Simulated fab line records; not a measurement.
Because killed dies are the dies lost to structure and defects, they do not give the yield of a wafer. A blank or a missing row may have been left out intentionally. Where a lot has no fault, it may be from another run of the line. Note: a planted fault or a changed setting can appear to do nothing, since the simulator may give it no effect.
Which tool did it? ; flow n5Finfet ; 9 lots, 27 wafers sampled, at 6 steps of a route of 1938

## WHAT THE GAUGES READ, wafer by wafer
N5_BEOL_M8_INSPECT_13: inspects for defects (brightfield).
lot;measured;on;rawDefectCount
L699;day 9 07:19;defectInspect-02;445 387 277
L704;day 10 13:53;defectInspect-01;456 364 441
L702;day 10 18:01;defectInspect-02;333 510 390
L707;day 11 16:13;defectInspect-02;318 381 400
L711;day 12 15:08;defectInspect-02;437 401 464
L716;day 13 21:37;defectInspect-02;284 320 445
L718;day 14 07:45;defectInspect-01;267 332 337
L720;day 15 01:14;defectInspect-02;1653 1549 1549
L722;day 15 11:50;defectInspect-01;1555 1511 1581

N5_BEOL_M8_INSPECT_30: inspects for defects (brightfield).
lot;measured;on;rawDefectCount
L699;day 9 08:15;defectInspect-02;447 407 295
L704;day 10 17:01;defectInspect-02;435 340 425
L702;day 10 20:46;defectInspect-02;351 462 384
L707;day 11 17:38;defectInspect-01;335 402 404
L711;day 12 16:16;defectInspect-01;436 406 487
L716;day 14 00:20;defectInspect-02;309 325 486
L718;day 14 11:33;defectInspect-01;270 334 358
L720;day 15 04:05;defectInspect-02;1629 1567 1553
L722;day 15 13:32;defectInspect-02;1518 1504 1527

## EACH LOT AND THE TOOL THAT RAN IT (in order: tool; ch and the chambers of the sampled wafers; start)
lot;N5_BEOL_M7_STRIP_80;N5_BEOL_M8_ILD_DEP_00;N5_BEOL_M8_CURE_74;N5_BEOL_M8_STRIP_19
L699;rieDiel-03 ch 1,2,3, day 9 05:10 or earlier;pecvd-01 ch 0,2, day 9 05:10;uvCure-02 ch 2, day 9 05:35;rieDiel-02 ch 0,1,2, day 9 07:44
L704;rieDiel-03 ch 0,2, day 10 10:54 or earlier;pecvd-04 ch 0,1, day 10 10:54;uvCure-02 ch 2, day 10 11:00;rieDiel-05 ch 0,2,3, day 10 14:25
L702;rieDiel-04 ch 0,2, day 10 15:19 or earlier;pecvd-04 ch 0,1, day 10 15:19;uvCure-03 ch 0, day 10 15:23;rieDiel-05 ch 0,1, day 10 18:53
L707;rieDiel-03 ch 1,2, day 11 14:41 or earlier;pecvd-01 ch 0,1, day 11 14:41;uvCure-01 ch 0, day 11 14:45;rieDiel-06 ch 1,2, day 11 16:56
L711;rieDiel-03 ch 0,1,2, day 12 10:37 or earlier;pecvd-01 ch 0,1,2, day 12 10:37;uvCure-02 ch 2, day 12 10:40;rieDiel-02 ch 0,1,3, day 12 15:48
L716;rieDiel-03 ch 1,2, day 13 18:19 or earlier;pecvd-04 ch 0,1,2, day 13 18:19;uvCure-02 ch 2, day 13 18:32;rieDiel-06 ch 1,2,3, day 13 22:16
L718;rieDiel-04 ch 0,2, day 14 05:19 or earlier;pecvd-04 ch 1,2, day 14 05:19;uvCure-02 ch 2, day 14 05:23;rieDiel-02 ch 0,1,3, day 14 08:25
L720;rieDiel-04 ch 0,1,3, day 14 21:58 or earlier;pecvd-04 ch 0,1, day 14 21:58;uvCure-03 ch 2, day 14 22:24;rieDiel-05 ch 0,1,2, day 15 02:18
L722;rieDiel-03 ch 0,2,3, day 15 08:40 or earlier;pecvd-04 ch 1,2, day 15 08:40;uvCure-02 ch 2, day 15 08:54;rieDiel-02 ch 0,1, day 15 12:40
- N5_BEOL_M7_STRIP_80: strips in N2/H2, time 10 s.
- N5_BEOL_M8_ILD_DEP_00: deposits SiCOH lowk from DEMS/porogen, target thk 179.75 nm, time 33.4 s.
- N5_BEOL_M8_CURE_74: cures SiCOH lowk, time 240 s.
- N5_BEOL_M8_STRIP_19: strips in O2.

## WHAT THE TOOLS THEMSELVES READ (means of the sampled wafers that have a number; where no wafer has one, the mark that the record gives instead)
N5_BEOL_M7_STRIP_80.
lot;tool;drypumpMotorCurrentA (A);oesProductAu (a.u.);rfVppV (V);showerheadPlenumPTorr (Torr);throttleValvePct (%)
L699;rieDiel-03;6.0;0.79;59.7;2.62;23.61
L704;rieDiel-03;5.2;0.72;58.3;2.45;23.60
L702;rieDiel-04;5.6;0.74;59.1;2.59;23.91
L707;rieDiel-03;5.9;0.71;59.6;2.60;23.76
L711;rieDiel-03;5.6;0.71;59.3;2.52;23.68
L716;rieDiel-03;5.7;0.70;59.3;2.55;23.94
L718;rieDiel-04;5.9;0.87;58.5;2.54;23.71
L720;rieDiel-04;5.8;0.85;59.4;2.63;23.48
L722;rieDiel-03;5.7;0.74;58.8;2.53;23.62

N5_BEOL_M8_ILD_DEP_00.
lot;tool;heaterPowerW (W);showerheadPlenumPTorr (Torr);throttleValvePct (%)
L699;pecvd-01;293;5.743;13.2
L704;pecvd-04;438;5.737;13.1
L702;pecvd-04;393;5.735;13.2
L707;pecvd-01;268;5.740;14.5
L711;pecvd-01;261;5.740;13.8
L716;pecvd-04;399;5.734;12.8
L718;pecvd-04;420;5.724;13.1
L720;pecvd-04;401;5.754;13.0
L722;pecvd-04;407;5.740;13.0

N5_BEOL_M8_CURE_74.
lot;tool;lampPowerPct (%);wafer_temp_C_max
L699;uvCure-02;52.29;386.1
L704;uvCure-02;52.24;386.6
L702;uvCure-03;52.34;387.2
L707;uvCure-01;52.27;387.2
L711;uvCure-02;52.34;386.5
L716;uvCure-02;52.27;386.0
L718;uvCure-02;52.32;385.8
L720;uvCure-03;52.31;386.0
L722;uvCure-02;52.33;386.4

N5_BEOL_M8_STRIP_19.
lot;tool;drypumpMotorCurrentA (A);o2FlowSccm (sccm);oesProductAu (a.u.);rfVppV (V);showerheadPlenumPTorr (Torr);throttleValvePct (%)
L699;rieDiel-02;6.3;225.4;0.75;4.0;2.16;16.55
L704;rieDiel-05;5.4;225.2;0.81;2.9;2.14;16.50
L702;rieDiel-05;5.7;225.4;0.85;4.4;2.06;16.50
L707;rieDiel-06;5.6;225.1;0.83;3.3;2.15;16.88
L711;rieDiel-02;6.2;225.2;0.80;3.8;2.11;16.48
L716;rieDiel-06;5.6;225.5;0.79;3.9;2.13;16.84
L718;rieDiel-02;6.2;225.8;0.79;3.6;2.11;16.50
L720;rieDiel-05;5.6;225.2;0.80;3.1;2.12;16.64
L722;rieDiel-02;6.5;225.8;0.73;4.1;2.16;16.56

## THE ANSWER, worked out from the rows above alone
Rule: usual is defined by the lots themselves. Put in order of their means at a reading, lots are off if they are a third of the lots or fewer, leave a main group of 4 or more, and stand apart from it by a gap of 3 or more times the standard deviation of the main group's means; of several such gaps the widest counts. A main group whose means are all the same, to the digits that the tables above print for the reading, isn't used. Also off: a lot with no number at a reading for which 4 or more lots have one. All remaining lots with rows at the step are treated as sound. Order of review: gauges by route order, followed by the tools' own readings, for which a lot's mean as printed above is used. At the first step where some lot is off, the reading lying furthest off is the one used; lots without a number count as furthest.
Off at N5_BEOL_M8_INSPECT_13 (rawDefectCount): L720, L722. The main group has a mean of 380 with a standard deviation of 40.
A tool fits if, at a process step before that reading, it ran every lot that is off, and no sound lot after the first of them. Gauges at N5_BEOL_M8_INSPECT_13: tried the same way as those tools. N5_BEOL_M7_STRIP_80 gives no start for some lots, so the hours and the order of its lots are those of N5_BEOL_M8_ILD_DEP_00. One fits: pecvd-04 at N5_BEOL_M8_ILD_DEP_00. Its last sound lot is L718 (day 14 05:19), its first lot that is off L720 (day 14 21:58): a fault that began between those two fits.

## WHAT THE SIMULATOR PUT IN
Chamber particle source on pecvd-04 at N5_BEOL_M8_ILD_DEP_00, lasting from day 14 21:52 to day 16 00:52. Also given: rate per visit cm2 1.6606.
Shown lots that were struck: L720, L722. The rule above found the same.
